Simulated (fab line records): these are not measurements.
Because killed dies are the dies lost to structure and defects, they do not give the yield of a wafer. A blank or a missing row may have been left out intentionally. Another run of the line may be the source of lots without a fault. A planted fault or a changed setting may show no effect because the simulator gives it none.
Which tool is to blame? :: flow nand_harc :: Sampling: 13 lots, 37 wafers, 5 of 1302 route steps

== WHAT THE GAUGES SHOWED, per wafer ==
NHARC_END_SORT_01.
lot: L494
measured: day 30 19:50
on: prober-02
killed_at_array: 77 69 74
killed_at_other: 0 0 1
killed_at_periphery: 8 10 11
killed_dies: 85 79 86
killed_open: 4 3 7
killed_short: 2 1 2

lot: L495
measured: day 30 20:47
on: prober-01
killed_at_array: 44
killed_at_other: 2
killed_at_periphery: 4
killed_dies: 50
killed_open: 1
killed_short: 3

== TOOL THAT RAN EACH LOT (tool first, then ch and the chambers of the sampled wafers, then the start) ==
lot: L478
NHARC_A_CHANNEL_HOLE_D2_ETCH_19: har_etch-02 ch 0,1, day 13 05:33
NHARC_A_CHANNEL_HOLE_D2_ETCH_20: har_etch-02 ch 0,1, day 13 05:44
NHARC_A_CHANNEL_FILL_D2_ALD_14: ald_hk-02 ch 0,1,2, day 13 19:19
NHARC_A_CHANNEL_FILL_D2_ALD_16: ald_hk-04 ch 0,1,3, day 14 00:28

lot: L479
NHARC_A_CHANNEL_HOLE_D2_ETCH_19: har_etch-02 ch 0, day 14 01:23
NHARC_A_CHANNEL_HOLE_D2_ETCH_20: har_etch-02 ch 0, day 14 01:44
NHARC_A_CHANNEL_FILL_D2_ALD_14: ald_hk-03 ch 1,2, day 14 18:38
NHARC_A_CHANNEL_FILL_D2_ALD_16: ald_hk-04 ch 2,3, day 14 23:44

lot: L484
NHARC_A_CHANNEL_HOLE_D2_ETCH_19: har_etch-01 ch 0,1, day 15 06:59
NHARC_A_CHANNEL_HOLE_D2_ETCH_20: har_etch-01 ch 0,1, day 15 07:06
NHARC_A_CHANNEL_FILL_D2_ALD_14: ald_hk-04 ch 1,2,3, day 15 20:02
NHARC_A_CHANNEL_FILL_D2_ALD_16: ald_hk-03 ch 0,1,3, day 16 01:14

lot: L485
NHARC_A_CHANNEL_HOLE_D2_ETCH_19: har_etch-02 ch 1, day 16 04:38
NHARC_A_CHANNEL_HOLE_D2_ETCH_20: har_etch-02 ch 1, day 16 04:46
NHARC_A_CHANNEL_FILL_D2_ALD_14: ald_hk-02 ch 1,2, day 16 17:38
NHARC_A_CHANNEL_FILL_D2_ALD_16: ald_hk-03 ch 0,3, day 16 22:49

lot: L486
NHARC_A_CHANNEL_HOLE_D2_ETCH_19: har_etch-01 ch 0,1, day 16 06:12
NHARC_A_CHANNEL_HOLE_D2_ETCH_20: har_etch-01 ch 0,1, day 16 06:23
NHARC_A_CHANNEL_FILL_D2_ALD_14: ald_hk-02 ch 0,2, day 16 17:54
NHARC_A_CHANNEL_FILL_D2_ALD_16: ald_hk-03 ch 2,3, day 16 23:00

lot: L491
NHARC_A_CHANNEL_HOLE_D2_ETCH_19: har_etch-02 ch 0,1, day 18 16:44
NHARC_A_CHANNEL_HOLE_D2_ETCH_20: har_etch-02 ch 0,1, day 18 16:55
NHARC_A_CHANNEL_FILL_D2_ALD_14: ald_hk-02 ch 0,1, day 19 05:40
NHARC_A_CHANNEL_FILL_D2_ALD_16: ald_hk-03 ch 1,2,3, day 19 11:28

lot: L492
NHARC_A_CHANNEL_HOLE_D2_ETCH_19: har_etch-02 ch 0,1, day 19 09:13
NHARC_A_CHANNEL_HOLE_D2_ETCH_20: har_etch-02 ch 0,1, day 19 09:24
NHARC_A_CHANNEL_FILL_D2_ALD_14: ald_hk-02 ch 0,2,3, day 19 22:05
NHARC_A_CHANNEL_FILL_D2_ALD_16: ald_hk-03 ch 1,2,3, day 20 03:21

lot: L493
NHARC_A_CHANNEL_HOLE_D2_ETCH_19: har_etch-01 ch 0,1, day 19 09:14
NHARC_A_CHANNEL_HOLE_D2_ETCH_20: har_etch-01 ch 0,1, day 19 09:21
NHARC_A_CHANNEL_FILL_D2_ALD_14: ald_hk-03 ch 0,3, day 19 22:02
NHARC_A_CHANNEL_FILL_D2_ALD_16: ald_hk-04 ch 0,1,3, day 20 03:11

lot: L494
NHARC_A_CHANNEL_HOLE_D2_ETCH_19: har_etch-01 ch 0,1, day 19 21:02
NHARC_A_CHANNEL_HOLE_D2_ETCH_20: har_etch-01 ch 0,1, day 19 21:13
NHARC_A_CHANNEL_FILL_D2_ALD_14: ald_hk-04 ch 1,3, day 20 09:55
NHARC_A_CHANNEL_FILL_D2_ALD_16: ald_hk-03 ch 0,3, day 20 15:05

lot: L495
NHARC_A_CHANNEL_HOLE_D2_ETCH_19: har_etch-02 ch 0,1, day 19 21:21
NHARC_A_CHANNEL_HOLE_D2_ETCH_20: har_etch-02 ch 0,1, day 19 21:28
NHARC_A_CHANNEL_FILL_D2_ALD_14: ald_hk-04 ch 0,2,3, day 20 10:08
NHARC_A_CHANNEL_FILL_D2_ALD_16: ald_hk-02 ch 0,1,2, day 20 15:05

lot: L496
NHARC_A_CHANNEL_HOLE_D2_ETCH_19: har_etch-01 ch 0,1, day 20 21:30
NHARC_A_CHANNEL_HOLE_D2_ETCH_20: har_etch-01 ch 0,1, day 20 21:37
NHARC_A_CHANNEL_FILL_D2_ALD_14: ald_hk-02 ch 1,2, day 21 10:46
NHARC_A_CHANNEL_FILL_D2_ALD_16: ald_hk-03 ch 0,1, day 21 15:59

lot: L497
NHARC_A_CHANNEL_HOLE_D2_ETCH_19: har_etch-01 ch 0,1, day 21 02:34
NHARC_A_CHANNEL_HOLE_D2_ETCH_20: har_etch-01 ch 0,1, day 21 02:44
NHARC_A_CHANNEL_FILL_D2_ALD_14: ald_hk-03 ch 0,1,2, day 21 15:52
NHARC_A_CHANNEL_FILL_D2_ALD_16: ald_hk-03 ch 1,2, day 21 20:41

lot: L501
NHARC_A_CHANNEL_HOLE_D2_ETCH_19: har_etch-01 ch 0,1, day 22 14:47
NHARC_A_CHANNEL_HOLE_D2_ETCH_20: har_etch-01 ch 0,1, day 22 14:53
NHARC_A_CHANNEL_FILL_D2_ALD_14: ald_hk-04 ch 0,2, day 23 02:41
NHARC_A_CHANNEL_FILL_D2_ALD_16: ald_hk-03 ch 1,3, day 23 07:49
- NHARC_A_CHANNEL_HOLE_D2_ETCH_19: etches the open film in C4F8/O2/Ar, time 34.5 s.
- NHARC_A_CHANNEL_HOLE_D2_ETCH_20: etches the open film in C4F8/O2/Ar, time 361.9 s, target depth 1600 nm.
- NHARC_A_CHANNEL_FILL_D2_ALD_14: deposits SiO2, target thk 2.5 nm, pulse time 10 s, ald cycles 25.
- NHARC_A_CHANNEL_FILL_D2_ALD_16: deposits SiO2, target thk 1.5 nm, pulse time 10 s, ald cycles 15.

== AS READ BY THE TOOLS THEMSELVES (means over the sampled wafers that have a number; for cases with no such wafer, the mark the record gives instead) ==
NHARC_A_CHANNEL_HOLE_D2_ETCH_19.
lot: L478
tool: har_etch-02
drypump_motor_current_A (A): 5.7
showerhead_plenum_p_Torr (Torr): 3.78
throttle_valve_pct (%): 37.035

lot: L479
tool: har_etch-02
drypump_motor_current_A (A): 5.5
showerhead_plenum_p_Torr (Torr): 3.78
throttle_valve_pct (%): 37.032

lot: L484
tool: har_etch-01
drypump_motor_current_A (A): 5.3
showerhead_plenum_p_Torr (Torr): 3.64
throttle_valve_pct (%): 37.040

lot: L485
tool: har_etch-02
drypump_motor_current_A (A): 6.0
showerhead_plenum_p_Torr (Torr): 3.76
throttle_valve_pct (%): 37.037

lot: L486
tool: har_etch-01
drypump_motor_current_A (A): 5.3
showerhead_plenum_p_Torr (Torr): 3.61
throttle_valve_pct (%): 37.035

lot: L491
tool: har_etch-02
drypump_motor_current_A (A): 5.9
showerhead_plenum_p_Torr (Torr): 3.74
throttle_valve_pct (%): 37.038

lot: L492
tool: har_etch-02
drypump_motor_current_A (A): 5.9
showerhead_plenum_p_Torr (Torr): 3.74
throttle_valve_pct (%): 37.043

lot: L493
tool: har_etch-01
drypump_motor_current_A (A): 5.3
showerhead_plenum_p_Torr (Torr): 3.61
throttle_valve_pct (%): 37.041

lot: L494
tool: har_etch-01
drypump_motor_current_A (A): 5.3
showerhead_plenum_p_Torr (Torr): 3.61
throttle_valve_pct (%): 37.034

lot: L495
tool: har_etch-02
drypump_motor_current_A (A): 5.7
showerhead_plenum_p_Torr (Torr): 3.73
throttle_valve_pct (%): 37.041

lot: L496
tool: har_etch-01
drypump_motor_current_A (A): 5.3
showerhead_plenum_p_Torr (Torr): 3.60
throttle_valve_pct (%): 37.034

lot: L497
tool: har_etch-01
drypump_motor_current_A (A): 5.3
showerhead_plenum_p_Torr (Torr): 3.60
throttle_valve_pct (%): 37.038

lot: L501
tool: har_etch-01
drypump_motor_current_A (A): 5.3
showerhead_plenum_p_Torr (Torr): 3.53
throttle_valve_pct (%): 37.042

NHARC_A_CHANNEL_HOLE_D2_ETCH_20.
lot: L478
tool: har_etch-02
drypump_motor_current_A (A): 5.7
showerhead_plenum_p_Torr (Torr): 3.74
throttle_valve_pct (%): 32.149

lot: L479
tool: har_etch-02
drypump_motor_current_A (A): 5.5
showerhead_plenum_p_Torr (Torr): 3.74
throttle_valve_pct (%): 32.162

lot: L484
tool: har_etch-01
drypump_motor_current_A (A): 5.3
showerhead_plenum_p_Torr (Torr): 3.60
throttle_valve_pct (%): 32.155

lot: L485
tool: har_etch-02
drypump_motor_current_A (A): 6.0
showerhead_plenum_p_Torr (Torr): 3.71
throttle_valve_pct (%): 32.157

lot: L486
tool: har_etch-01
drypump_motor_current_A (A): 5.3
showerhead_plenum_p_Torr (Torr): 3.58
throttle_valve_pct (%): 32.167

lot: L491
tool: har_etch-02
drypump_motor_current_A (A): 5.9
showerhead_plenum_p_Torr (Torr): 3.70
throttle_valve_pct (%): 32.147

lot: L492
tool: har_etch-02
drypump_motor_current_A (A): 5.9
showerhead_plenum_p_Torr (Torr): 3.70
throttle_valve_pct (%): 32.164

lot: L493
tool: har_etch-01
drypump_motor_current_A (A): 5.4
showerhead_plenum_p_Torr (Torr): 3.57
throttle_valve_pct (%): 32.158

lot: L494
tool: har_etch-01
drypump_motor_current_A (A): 5.3
showerhead_plenum_p_Torr (Torr): 3.57
throttle_valve_pct (%): 32.163

lot: L495
tool: har_etch-02
drypump_motor_current_A (A): 5.7
showerhead_plenum_p_Torr (Torr): 3.69
throttle_valve_pct (%): 32.154

lot: L496
tool: har_etch-01
drypump_motor_current_A (A): 5.3
showerhead_plenum_p_Torr (Torr): 3.56
throttle_valve_pct (%): 32.150

lot: L497
tool: har_etch-01
drypump_motor_current_A (A): 5.3
showerhead_plenum_p_Torr (Torr): 3.56
throttle_valve_pct (%): 32.164

lot: L501
tool: har_etch-01
drypump_motor_current_A (A): 5.3
showerhead_plenum_p_Torr (Torr): 3.50
throttle_valve_pct (%): 32.148

NHARC_A_CHANNEL_FILL_D2_ALD_14.
lot: L478
tool: ald_hk-02
heater_power_outer_w (W): 236
heater_power_w (W): 413
precursor_pulse_height_rel: 1.000

lot: L479
tool: ald_hk-03
heater_power_outer_w (W): 243
heater_power_w (W): 433
precursor_pulse_height_rel: 0.989

lot: L484
tool: ald_hk-04
heater_power_outer_w (W): 252
heater_power_w (W): 442
precursor_pulse_height_rel: 1.003

lot: L485
tool: ald_hk-02
heater_power_outer_w (W): 244
heater_power_w (W): 437
precursor_pulse_height_rel: 0.972

lot: L486
tool: ald_hk-02
heater_power_outer_w (W): 235
heater_power_w (W): 394
precursor_pulse_height_rel: 1.010

lot: L491
tool: ald_hk-02
heater_power_outer_w (W): 225
heater_power_w (W): 413
precursor_pulse_height_rel: 0.988

lot: L492
tool: ald_hk-02
heater_power_outer_w (W): 226
heater_power_w (W): 400
precursor_pulse_height_rel: 0.995

lot: L493
tool: ald_hk-03
heater_power_outer_w (W): 245
heater_power_w (W): 442
precursor_pulse_height_rel: 1.010

lot: L494
tool: ald_hk-04
heater_power_outer_w (W): 264
heater_power_w (W): 464
precursor_pulse_height_rel: 1.006

lot: L495
tool: ald_hk-04
heater_power_outer_w (W): 280
heater_power_w (W): 476
precursor_pulse_height_rel: 0.999

lot: L496
tool: ald_hk-02
heater_power_outer_w (W): 248
heater_power_w (W): 441
precursor_pulse_height_rel: 0.993

lot: L497
tool: ald_hk-03
heater_power_outer_w (W): 226
heater_power_w (W): 402
precursor_pulse_height_rel: 1.024

lot: L501
tool: ald_hk-04
heater_power_outer_w (W): 286
heater_power_w (W): 478
precursor_pulse_height_rel: 1.007

NHARC_A_CHANNEL_FILL_D2_ALD_16.
lot: L478
tool: ald_hk-04
heater_power_outer_w (W): 256
heater_power_w (W): 454
precursor_pulse_height_rel: 0.994

lot: L479
tool: ald_hk-04
heater_power_outer_w (W): 267
heater_power_w (W): 479
precursor_pulse_height_rel: 0.991

lot: L484
tool: ald_hk-03
heater_power_outer_w (W): 251
heater_power_w (W): 451
precursor_pulse_height_rel: 1.005

lot: L485
tool: ald_hk-03
heater_power_outer_w (W): 250
heater_power_w (W): 443
precursor_pulse_height_rel: 1.004

lot: L486
tool: ald_hk-03
heater_power_outer_w (W): 224
heater_power_w (W): 420
precursor_pulse_height_rel: 0.994

lot: L491
tool: ald_hk-03
heater_power_outer_w (W): 231
heater_power_w (W): 425
precursor_pulse_height_rel: 1.000

lot: L492
tool: ald_hk-03
heater_power_outer_w (W): 232
heater_power_w (W): 425
precursor_pulse_height_rel: 0.996

lot: L493
tool: ald_hk-04
heater_power_outer_w (W): 273
heater_power_w (W): 461
precursor_pulse_height_rel: 1.004

lot: L494
tool: ald_hk-03
heater_power_outer_w (W): 241
heater_power_w (W): 420
precursor_pulse_height_rel: 0.998

lot: L495
tool: ald_hk-02
heater_power_outer_w (W): 237
heater_power_w (W): 417
precursor_pulse_height_rel: 1.008

lot: L496
tool: ald_hk-03
heater_power_outer_w (W): 245
heater_power_w (W): 436
precursor_pulse_height_rel: 0.990

lot: L497
tool: ald_hk-03
heater_power_outer_w (W): 230
heater_power_w (W): 421
precursor_pulse_height_rel: 0.999

lot: L501
tool: ald_hk-03
heater_power_outer_w (W): 253
heater_power_w (W): 451
precursor_pulse_height_rel: 0.986

== THE ANSWER, worked out from the rows above alone ==
Rule: the usual values come from the lots themselves. Put in order of their means at a reading, lots are off if they are a third of the lots or fewer, leave a main group of 4 or more, and stand apart from it by a gap of 3 or more times the standard deviation of the main group's means; of several such gaps the widest counts. A main group is skipped when, at the precision printed for the reading in the tables above, its means are all equal. Also off: a lot with no number at a reading for which 4 or more lots have one. Any other lot the step has rows for is counted as sound. The gauges are gone through in route order, then the tools' own readings, and for those a lot's mean is taken as printed above. At the first step where some lot is off, the reading lying furthest off is the one used; lots without a number count as furthest.
None of the lots is off at any reading shown; this tells nothing.

== WHAT HAD BEEN PUT IN BY THE SIMULATOR ==
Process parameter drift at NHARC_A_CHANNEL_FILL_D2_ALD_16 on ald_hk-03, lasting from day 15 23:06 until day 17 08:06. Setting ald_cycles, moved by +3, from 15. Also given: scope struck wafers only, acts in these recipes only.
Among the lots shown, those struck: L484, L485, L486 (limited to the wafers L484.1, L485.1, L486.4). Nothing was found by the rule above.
